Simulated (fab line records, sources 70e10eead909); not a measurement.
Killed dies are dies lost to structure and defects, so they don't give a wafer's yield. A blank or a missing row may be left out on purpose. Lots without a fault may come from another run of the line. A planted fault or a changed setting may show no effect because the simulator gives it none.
Chamber matching | flow nand_harc | NHARC_P_STI_CMP_21 on cmp-02: 4 sister chambers
The step polishes, t overpolish 20 s, target thk 380.67 nm. 4 wafers are shown with their chamber, then 9 later ones without.

WAFERS WITH THEIR CHAMBER
wafer  | chamber | motor_current_A (A)
L086.3 | 2       | 12.7
L089.2 | 1       | 11.8
L089.3 | 3       | 13.3
L089.6 | 0       | 11.9

WAFERS WITHOUT THEIR CHAMBER
wafer  | motor_current_A (A)
L094.1 | 10.8
L094.4 | 12.7
L094.6 | 12.7
L095.2 | 12.9
L095.3 | 10.9
L095.6 | 11.5
L096.3 | 12.4
L096.4 | 11.7
L096.6 | 11.3

WHICH CHAMBER EACH WENT THROUGH
wafer  | from the rows above               | in truth
L094.1 | can't be placed: 1 or 0 or 2      | 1
L094.4 | can't be placed: 2 or 3 or 0 or 1 | 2
L094.6 | can't be placed: 2 or 3 or 0 or 1 | 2
L095.2 | can't be placed: 2 or 3 or 0 or 1 | 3
L095.3 | can't be placed: 1 or 0 or 2      | 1
L095.6 | can't be placed: 1 or 0 or 2      | 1
L096.3 | can't be placed: 2 or 0 or 1 or 3 | 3
L096.4 | can't be placed: 1 or 0 or 2      | 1
L096.6 | can't be placed: 1 or 0 or 2      | 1
Placed correctly: 0 of 9. Can't be placed from these rows: 9 (the true chamber is among the candidates in 9). Placed wrongly: 0.
How it was worked out, from the rows above alone: a wafer's distance from a chamber is the root of the sum, over the readings, of the square of ((its reading less the chamber's mean) divided by the reading's scatter). The wafer belongs to the nearest chamber; if the next one is less than 2 further off, it can't be placed. A chamber's mean is the mean of its shown wafers. The scatter: with one shown wafer a chamber, the root of the mean of the squares of how far each hidden wafer lies from its nearest shown one.
